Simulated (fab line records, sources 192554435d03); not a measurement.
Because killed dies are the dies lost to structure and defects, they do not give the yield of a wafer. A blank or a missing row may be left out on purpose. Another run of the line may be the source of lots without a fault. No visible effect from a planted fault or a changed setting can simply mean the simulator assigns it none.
fab line records -- flow n5-finfet
record: lots: 9, wafers: 27, last-day: 17
route steps=1938 shown HKMG_FIN@412 BEOL_M4@1111
lots that met no fault: taken from a fault-free run of the same line
start-h: the number of hours between the record's first day and the start of the first shown wafer of the lot -- wait-h: how many hours have passed since the lot's step before this one -- " same as the row above -- L1.1+2: one row covering several wafers at once -- - either no value or no given start -- * or withheld: withheld -- < > ~ a bound
route shown NAME@n: NAME is a module with steps in the file, n the number in the route of the first one -- usual: mean/standard deviation of fault-free wafers -- same: alike in all rows -- chamber/n: place in a boat -- sites: each site's reading -- _std_site: standard deviation of those values -- _edge_site: inner sites' mean taken away from outer sites' mean -- radius-mm: how far each site lies from the wafer's centre -- mask NAME#n: copy n -- behind: the most recent tool/chamber to have shaped the wafer -- hold: why the lot went on hold/how many hours it stayed there/how the hold came to an end -- device: names the non-switching transistor (n, p or np) -- end of line: the route-end tests of the same wafers -- a step with no rows: only its recipe -- killed: not the wafer's yield, but the dies lost to structure and defects at the first sort -- map: dies across one wafer; x = killed, . = not, _ = none there
set.NAME: the setting as run; set.NAME@STEP: as run at that earlier step -- model.NAME: the simulator's own value behind a step, which no gauge read
one table for each step of the route and one row for each wafer, over a sample of lots
services: the hour from which a tool's chamber was out of use, counted from the record's first day as start-h (under 0 if before that day), plus the number of hours and why
== steps ==
step: N5_HKMG_FIN_ALD_79
recipe: material: TiN, target-thk-a: 15, temp-c: 400, ald-precursor-family: TiCl4, ald-co-reactant: NH3, pulse-time-s: 1, purge-time-s: 3, co-reactant-purge-time-s: 2, co-reactant-pulse-time-s: 2, ald-cycles: 68, pressure-torr: 3
usual: chamber-pressure-Torr: 2.999/0.0068, heater-power-w: 891/92, precursor-pulse-height-rel: 1.000/0.02, susceptor-temp-C: 399.99/0.22
same: ald-cycles: 68
lot.wafer,tool,chamber,start-h,wait-h,chamber-pressure-Torr,heater-power-w,precursor-pulse-height-rel,susceptor-temp-C
L907.1,ald-metal-01,2,85.43,0.0,3.001,880,0.963,399.76
L907.2,ald-metal-01,0,85.43,0.0,2.997,842,0.999,400.17
L907.4,ald-metal-01,3,85.43,0.0,2.996,895,0.984,399.65
L909.2,ald-metal-03,3,97.01,0.0,3.006,836,0.987,399.94
L909.3,ald-metal-03,2,97.01,0.0,2.994,1113,0.984,399.85
L909.5,ald-metal-03,3,97.01,0.0,3.002,849,1.006,399.85
L910.1,ald-metal-03,0,102.16,0.0,2.999,963,1.021,399.83
L910.2,ald-metal-03,1,102.16,0.0,2.993,837,0.981,399.94
L910.6,ald-metal-03,2,102.16,0.0,3.008,1121,0.995,399.99
L911.1,ald-metal-01,1,113.74,0.0,2.997,720,1.020,399.89
L911.2,ald-metal-01,0,113.74,0.0,2.990,849,0.985,400.05
L911.4,ald-metal-01,3,113.74,0.0,3.004,910,0.969,399.66
L912.2,ald-metal-01,1,114.37,0.0,2.992,753,1.003,400.00
L912.3,ald-metal-01,2,114.37,0.0,2.992,880,1.001,400.43
L912.6,ald-metal-01,2,114.37,0.0,2.995,862,1.037,400.62
L924.1,ald-metal-02,2,188.51,0.0,2.994,857,1.008,400.43
L924.5,ald-metal-02,2,188.51,0.0,3.002,852,1.000,400.29
L924.6,ald-metal-02,1,188.51,0.0,2.995,876,1.008,399.60
L926.1,ald-metal-01,0,199.77,0.0,2.993,853,1.003,399.96
L926.3,ald-metal-01,1,199.77,0.0,2.996,709,0.977,399.93
L926.5,ald-metal-01,3,199.77,0.0,2.994,888,1.013,399.72
L927.2,ald-metal-03,0,206.65,0.0,2.984,956,0.985,399.99
L927.4,ald-metal-03,3,206.65,0.0,3.003,845,1.004,399.79
L927.6,ald-metal-03,3,206.65,0.0,2.995,841,0.989,400.14
L928.2,ald-metal-01,3,212.19,0.0,3.011,912,1.016,399.88
L928.3,ald-metal-01,2,212.19,0.0,3.004,864,1.037,400.03
L928.4,ald-metal-01,0,212.19,0.0,2.983,847,0.965,399.67
step: N5_HKMG_FIN_OVL_MEAS_13
recipe: points-per-wafer: 44
usual: NWFM_OVL: -0.3/0.72
lot.wafer,tool,chamber,start-h,wait-h,NWFM_OVL[nm]
L907.1,overlay-01,0,87.38,0.0,1.0
L907.2,overlay-01,0,87.38,0.0,0.7
L907.4,overlay-01,0,87.38,0.0,-0.6
L909.2,overlay-01,0,98.83,0.0,-0.7
L909.3,overlay-01,0,98.83,0.0,-1.1
L909.5,overlay-01,0,98.83,0.0,-1.1
L910.1,overlay-01,0,104.10,0.0,0.4
L910.2,overlay-01,0,104.10,0.0,0.5
L910.6,overlay-01,0,104.10,0.0,0.1
L911.1,overlay-01,0,115.72,0.0,-1.3
L911.2,overlay-01,0,115.72,0.0,-0.8
L911.4,overlay-01,0,115.72,0.0,-0.8
L912.2,overlay-02,0,116.43,0.0,0.6
L912.3,overlay-02,0,116.43,0.0,-0.2
L912.6,overlay-02,0,116.43,0.0,0.2
L924.1,overlay-01,0,190.33,0.0,0.4
L924.5,overlay-01,0,190.33,0.0,0.3
L924.6,overlay-01,0,190.33,0.0,-0.8
L926.1,overlay-01,0,201.71,0.0,0.6
L926.3,overlay-01,0,201.71,0.0,0.2
L926.5,overlay-01,0,201.71,0.0,0.4
L927.2,overlay-01,0,208.61,0.0,-1.1
L927.4,overlay-01,0,208.61,0.0,-1.6
L927.6,overlay-01,0,208.61,0.0,-1.6
L928.2,overlay-02,0,214.06,0.0,0.4
L928.3,overlay-02,0,214.06,0.0,0.4
L928.4,overlay-02,0,214.06,0.0,-0.2
step: N5_HKMG_FIN_DESCUM_17
recipe: chemistry: O2, time-s: 7.9, source-power-w: 50, bias-power-w: 20, pressure-mtorr: 20, rf-frequency-hz: 2.712e+07, temp-c: 40, resist: CAR-ArF, o2-flow-sccm: 225
usual: drypump-motor-current-A: 5.7/0.48, o2-flow-sccm: 225.0/0.65, oes-product-au: 0.80/0.088, rf-vpp-V: 243.8/1.6, showerhead-plenum-p-Torr: 2.12/0.087, throttle-valve-pct: 20.37/0.22
lot.wafer,tool,chamber,start-h,wait-h,drypump-motor-current-A,o2-flow-sccm,oes-product-au,rf-hours-counter-h,rf-vpp-V,showerhead-plenum-p-Torr,throttle-valve-pct
L907.1,rie-diel-03,2,87.48,0.1,6.0,226.1,0.80,113,243.0,2.01,20.28
L907.2,rie-diel-03,0,87.48,0.1,6.2,225.4,0.76,146,245.0,2.19,20.67
L907.4,rie-diel-03,3,87.48,0.1,5.6,224.5,0.72,170,244.0,2.14,20.60
L909.2,rie-diel-01,2,99.09,0.2,5.1,225.4,0.70,237,242.0,1.97,20.72
L909.3,rie-diel-01,0,99.09,0.2,6.5,224.6,0.88,39,243.2,2.17,20.40
L909.5,rie-diel-01,0,99.09,0.2,6.5,225.7,0.88,-,243.4,2.17,20.42
L910.1,rie-diel-01,1,104.16,0.0,5.7,224.7,0.72,171,241.0,2.01,20.44
L910.2,rie-diel-01,2,104.16,0.0,5.0,224.8,0.69,240,242.1,1.97,20.72
L910.6,rie-diel-01,3,104.16,0.0,5.7,224.2,0.75,-,245.3,2.14,20.18
L911.1,rie-diel-01,3,115.78,0.0,5.7,225.2,0.75,162,245.9,2.14,20.21
L911.2,rie-diel-01,2,115.78,0.0,5.1,224.7,0.70,243,241.1,1.97,20.73
L911.4,rie-diel-01,1,115.78,0.0,5.8,224.7,0.73,175,241.8,2.01,20.42
L912.2,rie-diel-03,0,116.51,0.1,6.3,225.2,0.75,157,243.8,2.18,20.71
L912.3,rie-diel-03,2,116.51,0.1,6.0,225.1,0.80,123,241.8,2.00,20.30
L912.6,rie-diel-03,2,116.51,0.1,6.0,224.4,0.80,-,241.4,2.00,20.31
L924.1,rie-diel-03,0,190.39,0.0,6.3,225.0,0.72,186,245.0,2.17,20.76
L924.5,rie-diel-03,3,190.39,0.0,5.6,224.0,0.68,-,244.9,2.13,20.65
L924.6,rie-diel-03,0,190.39,0.0,6.3,225.3,0.72,-,244.2,2.17,20.75
L926.1,rie-diel-01,3,202.27,0.5,5.7,225.1,0.73,198,244.9,2.13,20.25
L926.3,rie-diel-01,1,202.27,0.5,5.8,226.3,0.71,208,242.0,2.00,20.49
L926.5,rie-diel-01,2,202.27,0.5,5.0,224.6,0.94,-,245.9,2.22,20.41
L927.2,rie-diel-01,0,209.14,0.5,6.5,225.5,0.82,83,242.6,2.15,20.50
L927.4,rie-diel-01,3,209.14,0.5,5.7,226.0,0.72,201,244.7,2.13,20.26
L927.6,rie-diel-01,2,209.14,0.5,5.0,226.0,0.93,-,244.5,2.22,20.41
L928.2,rie-diel-01,0,214.57,0.5,6.5,225.3,0.81,86,244.7,2.15,20.49
L928.3,rie-diel-01,3,214.57,0.5,5.7,224.1,0.73,204,244.1,2.13,20.27
L928.4,rie-diel-01,1,214.57,0.5,5.7,225.2,0.70,214,240.7,2.00,20.51
step: N5_HKMG_FIN_ETCH_35
recipe: chemistry: N2/H2, target: SOC, target-depth-a: 2158, ion-energy-ev: 65, bias-w: 5, source-w: 3000, time-s: 243.4, pressure-mtorr: 30, n2-flow-sccm: 200, h2-flow-sccm: 200
usual: drypump-motor-current-A: 5.7/0.48, oes-product-au: 0.80/0.09, rf-fwd-power-W: 2991/10, rf-vpp-V: 142.0/1.2, showerhead-plenum-p-Torr: 2.59/0.11, throttle-valve-pct: 17.9/0.31
lot.wafer,tool,chamber,start-h,wait-h,drypump-motor-current-A,oes-product-au,rf-fwd-power-W,rf-hours-counter-h,rf-vpp-V,showerhead-plenum-p-Torr,throttle-valve-pct
L907.1,rie-diel-03,2,87.78,0.0,6.0,0.82,3002,113,140.1,2.44,17.6
L907.2,rie-diel-03,0,87.78,0.0,6.3,0.73,2993,146,143.9,2.67,18.2
L907.4,rie-diel-03,3,87.78,0.0,5.6,0.70,2986,170,141.5,2.63,18.1
L909.2,rie-diel-01,2,99.39,0.0,5.1,0.69,2968,238,140.2,2.42,18.4
L909.3,rie-diel-01,0,99.39,0.0,6.5,0.87,2994,39,143.0,2.60,17.6
L909.5,rie-diel-01,0,99.39,0.0,6.5,0.87,3006,-,140.8,2.60,17.6
L910.1,rie-diel-01,1,104.46,0.0,5.7,0.83,3713,172,133.3,2.44,17.9
L910.2,rie-diel-01,2,104.46,0.0,5.0,0.78,3707,240,131.5,2.42,18.4
L910.6,rie-diel-01,3,104.46,0.0,5.7,0.86,3709,-,132.9,2.69,18.1
L911.1,rie-diel-01,3,116.08,0.0,5.7,0.85,3712,162,131.8,2.69,18.1
L911.2,rie-diel-01,2,116.08,0.0,5.0,0.77,3708,243,131.0,2.42,18.4
L911.4,rie-diel-01,1,116.08,0.0,5.8,0.82,3730,175,130.0,2.44,17.9
L912.2,rie-diel-03,0,116.81,0.0,6.3,0.74,2988,157,142.6,2.66,18.2
L912.3,rie-diel-03,2,116.81,0.0,6.0,0.81,2994,123,142.2,2.44,17.7
L912.6,rie-diel-03,2,116.81,0.0,6.0,0.82,3003,-,139.8,2.44,17.6
L924.1,rie-diel-03,0,190.69,0.0,6.3,0.71,2986,186,142.9,2.65,18.3
L924.5,rie-diel-03,3,190.69,0.0,5.6,0.68,2997,-,143.5,2.61,18.2
L924.6,rie-diel-03,0,190.69,0.0,6.3,0.71,3002,-,142.8,2.65,18.3
L926.1,rie-diel-01,3,202.57,0.0,5.7,0.73,2986,198,141.9,2.67,18.1
L926.3,rie-diel-01,1,202.57,0.0,5.8,0.71,2988,208,141.3,2.42,17.9
L926.5,rie-diel-01,2,202.57,0.0,5.0,0.92,2992,-,141.6,2.73,18.0
L927.2,rie-diel-01,0,209.44,0.0,6.5,0.81,3010,84,142.0,2.58,17.7
L927.4,rie-diel-01,3,209.44,0.0,5.7,0.73,2993,201,141.8,2.67,18.2
L927.6,rie-diel-01,2,209.44,0.0,5.1,0.92,3005,-,141.8,2.72,18.0
L928.2,rie-diel-01,0,214.87,0.0,6.5,0.82,2971,86,141.1,2.58,17.7
L928.3,rie-diel-01,3,214.87,0.0,5.7,0.73,3000,204,142.3,2.67,18.2
L928.4,rie-diel-01,1,214.87,0.0,5.7,0.71,2985,214,142.0,2.42,18.0
step: N5_BEOL_M4_RC_MEAS_101
usual: DIBL_N: 36.7/2.4, DIBL_P: 37.4/2.9, IOFF_N: 0.18/0.05, IOFF_P: 0.23/0.058, ION_N: 683/16, ION_P: 467/11, SS_N: 71.7/0.77, SS_P: 73.5/0.87, VT_N: 249/4.3, VT_P: -250/4.4
lot.wafer,tool,chamber,start-h,wait-h,DIBL_N[mV/V],DIBL_P[mV/V],IOFF_N[nA/um],IOFF_P[nA/um],ION_N[uA/um],ION_P[uA/um],SS_N[mV/dec],SS_P[mV/dec],VT_N[mV],VT_P[mV]
L907.1,prober-01,0,173.25,0.0,40.3,40.8,0.21,0.26,705,477,72.5,74.6,248,-248
L907.2,prober-01,0,173.25,0.0,39.0,38.0,0.17,0.21,685,461,72.2,73.5,250,-254
L907.4,prober-01,0,173.25,0.0,38.0,38.5,0.17,0.23,665,456,71.6,73.4,250,-252
L909.2,prober-01,0,190.50,0.2,37.9,36.9,0.17,0.20,657,450,72.0,73.5,251,-251
L909.3,prober-01,0,190.50,0.2,33.1,32.0,0.11,0.14,679,458,71.3,71.7,252,-257
L909.5,prober-01,0,190.50,0.2,34.5,32.7,0.12,0.14,660,447,70.7,72.0,257,-256
L910.1,prober-01,0,195.96,0.0,36.8,38.4,0.15,0.23,665,467,71.2,74.1,253,-250
L910.2,prober-01,0,195.96,0.0,39.4,42.4,0.25,0.32,709,489,73.4,74.4,245,-246
L910.6,prober-01,0,195.96,0.0,35.4,37.2,0.14,0.21,668,464,71.2,74.1,254,-254
L911.1,prober-01,0,201.04,0.0,36.1,36.6,0.17,0.26,687,481,71.3,73.1,246,-246
L911.2,prober-01,0,201.04,0.0,37.2,36.7,0.17,0.24,664,454,72.0,73.6,249,-246
L911.4,prober-01,0,201.04,0.0,36.5,36.5,0.17,0.24,688,474,71.9,73.3,249,-248
L912.2,prober-02,0,202.94,0.2,32.5,34.2,0.14,0.19,686,485,69.9,72.6,249,-249
L912.3,prober-02,0,202.94,0.2,34.6,35.3,0.14,0.19,671,463,71.3,73.1,252,-250
L912.6,prober-02,0,202.94,0.2,34.8,36.9,0.16,0.23,694,486,70.7,73.0,247,-247
L924.1,prober-01,0,278.14,0.0,40.3,42.7,0.30,0.37,702,484,73.1,74.9,240,-243
L924.5,prober-01,0,278.14,0.0,40.3,41.8,0.27,0.34,679,466,73.4,76.0,245,-246
L924.6,prober-01,0,278.14,0.0,35.6,37.4,0.19,0.24,703,483,71.7,72.8,245,-247
L926.1,prober-01,0,295.35,0.0,35.4,36.6,0.16,0.17,683,459,71.9,72.5,251,-256
L926.3,prober-01,0,295.35,0.0,38.2,38.8,0.25,0.22,703,463,72.9,73.6,242,-252
L926.5,prober-01,0,295.35,0.0,33.6,34.3,0.14,0.14,693,455,71.1,72.7,249,-259
L928.2,prober-02,0,300.90,0.2,36.6,38.0,0.18,0.20,698,473,71.7,73.0,247,-252
L928.3,prober-02,0,300.90,0.2,37.9,38.7,0.18,0.21,673,456,71.9,73.6,249,-252
L928.4,prober-02,0,300.90,0.2,37.5,39.5,0.22,0.24,697,466,72.2,73.6,243,-249
L927.2,prober-02,0,304.06,0.2,37.8,37.7,0.18,0.20,684,457,71.9,74.1,248,-254
L927.4,prober-02,0,304.06,0.2,34.3,34.0,0.11,0.15,670,468,71.0,72.7,254,-258
L927.6,prober-02,0,304.06,0.2,33.2,33.0,0.10,0.14,668,462,70.1,72.2,257,-260
== services ==
tool,chamber,start-h,hours,kind
ald-metal-01,-,116.59,52.6,repair
rie-diel-01,1,119.12,7.1,repair
rie-diel-01,2,133.21,-,clean
rie-diel-01,2,133.21,-,consumable-replace:focus-ring
rie-diel-01,2,133.21,-,consumable-replace:showerhead
rie-diel-01,2,133.21,16.2,scheduled-down
rie-diel-01,2,133.21,16.2,vent-cycle
ald-metal-03,3,136.57,3.6,repair
rie-diel-03,0,159.33,1.3,repair
ald-metal-01,2,180.97,12.1,repair
rie-diel-03,1,185.26,8.8,repair
rie-diel-03,3,194.43,6.1,repair
ald-metal-01,-,206.60,4.3,pm
== key ==
first-sign: step: N5_HKMG_FIN_ETCH_35, reading: rf-fwd-power-W, direction: up, sigmas: 70, usual: *, struck: *
effect: step: N5_HKMG_FIN_ETCH_35, reading: rf-vpp-V, direction: down, sigmas: 8.9, usual: 142.0, struck: 131.7
met-at N5_HKMG_FIN_ETCH_35
struck-lots L910,L911
not-acting-at N5_HKMG_FIN_ALD_79,N5_HKMG_FIN_OVL_MEAS_13,N5_HKMG_FIN_DESCUM_17
onset-between 99.39 104.46
fault: kind: process-parameter-drift, tool: rie-diel-01, chamber: -, onset-h: 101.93, steps: N5_HKMG_FIN_ETCH_35, channel: source-w, offset: 720, shape: step, end-h: 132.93, acts-in: these-recipes-only, stated: 3000
